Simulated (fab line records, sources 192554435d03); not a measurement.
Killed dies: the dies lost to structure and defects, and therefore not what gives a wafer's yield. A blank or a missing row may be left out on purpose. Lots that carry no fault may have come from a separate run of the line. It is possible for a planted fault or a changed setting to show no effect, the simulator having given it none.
The same fault as seen by 2 desks | flow n5-finfet | numbers are kept per desk, each desk with only its own; the story behind them comes last

== THE METROLOGY DESK ==
What the gauges read, lot by lot, whatever tool the lot ran on: means of the sampled wafers that have a number. The brackets show how far a lot's mean lies from the usual mean; more than 4 standard deviations puts the lot out of limits, marked OUT. Only the readings that lie furthest out on some lot appear, 7 of the 11 it has.
Columns: A = trench-depth-nm at N5_FIN_SAQP_OCD_MEAS_76, usual 119.2 nm; B = DIBL_N at N5_BEOL_M4_RC_MEAS_101, usual 36.2 mV/V; C = IOFF_P at N5_BEOL_M4_RC_MEAS_101, usual 0.21 nA/um; D = ION_N at N5_BEOL_M4_RC_MEAS_101, usual 675 uA/um; E = ION_P at N5_BEOL_M4_RC_MEAS_101, usual 464 uA/um; F = SS_N at N5_BEOL_M4_RC_MEAS_101, usual 71.5 mV/dec; G = VT_N at N5_BEOL_M4_RC_MEAS_101, usual 250.4 mV
lot  | first seen here | A     | B    | C    | D   | E   | F    | G
L181 | day 3 19:38     | 119.5 | 35.3 | 0.21 | 674 | 467 | 71.6 | 253.0
L183 | day 4 08:08     | 119.2 | 36.3 | 0.23 | 693 | 473 | 71.4 | 247.9
L184 | day 4 13:32     | 113.9 | 34.9 | 0.19 | 676 | 466 | 71.1 | 252.5
L185 | day 4 20:05     | 113.4 | 36.7 | 0.22 | 690 | 468 | 71.4 | 247.4
L192 | day 6 23:50     | 119.4 | 37.2 | 0.24 | 698 | 477 | 71.8 | 247.7
L195 | day 7 08:01     | 118.6 | 36.0 | 0.20 | 673 | 461 | 71.4 | 248.2
L197 | day 7 20:07     | 119.0 | 36.9 | 0.25 | 677 | 467 | 72.2 | 250.6
Result from this desk: across the 7 lots, nothing is out of limits.

== TOOL OWNER'S DESK, rie-si-04 ==
The tool's own readings at N5_FIN_SAQP_FIN_ETCH_36 (etches the open film in HBr/Cl2/O2, target depth 120 nm, time 50.4 s): means of the sampled wafers that have a number, for each lot that ran on this tool. The brackets show how far a lot's mean lies from the usual mean; more than 4 standard deviations puts the lot out of limits, marked OUT.
Columns: A = O2_flow_sccm at N5_FIN_SAQP_FIN_ETCH_36, usual 12.00 sccm; B = drypump-motor-current-A at N5_FIN_SAQP_FIN_ETCH_36, usual 5.6 A; C = oes_o_777_au at N5_FIN_SAQP_FIN_ETCH_36, usual 0.99 a.u.; D = oes-product-au at N5_FIN_SAQP_FIN_ETCH_36, usual 0.995 a.u.; E = rf-fwd-power-W at N5_FIN_SAQP_FIN_ETCH_36, usual 796.1 W; F = throttle-valve-pct at N5_FIN_SAQP_FIN_ETCH_36, usual 35.91 %
lot  | first seen here | A     | B   | C    | D     | E               | F
L181 | day 3 19:25     | 12.01 | 5.5 | 0.98 | 0.979 | 795.0           | 35.65
L183 | day 4 07:55     | 12.01 | 5.4 | 1.00 | 1.012 | 795.4           | 36.09
L184 | day 4 13:19     | 11.97 | 5.6 | 0.84 | 0.955 | 733.8 (-25) OUT | 35.78
L185 | day 4 19:52     | 12.02 | 5.6 | 0.84 | 0.949 | 731.9 (-26) OUT | 35.80
This desk's finding: out of limits on L184, L185; first on L184, day 4 13:19 (rf-fwd-power-W at N5_FIN_SAQP_FIN_ETCH_36). L181, L183: within limits.

== PUT TOGETHER ==
An alarm could have come from the tool owner's desk at day 4 13:19, on L184, L185.
Metrology desk: nothing out of limits seen.
The metrology desk holds a record of L184, L185, inside its limits.
N5_FIN_SAQP_FIN_ETCH_36 was run on rie-si-04 by each of the lots named.

== WHAT WAS PUT IN BY THE SIMULATOR ==
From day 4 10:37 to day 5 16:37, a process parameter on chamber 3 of rie-si-04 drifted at N5_FIN_SAQP_FIN_ETCH_36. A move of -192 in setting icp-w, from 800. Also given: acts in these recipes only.
Lots struck among those shown: L184, L185.
Hours from the fault's start to each desk's first reading out of limits: the tool owner's desk, 3.
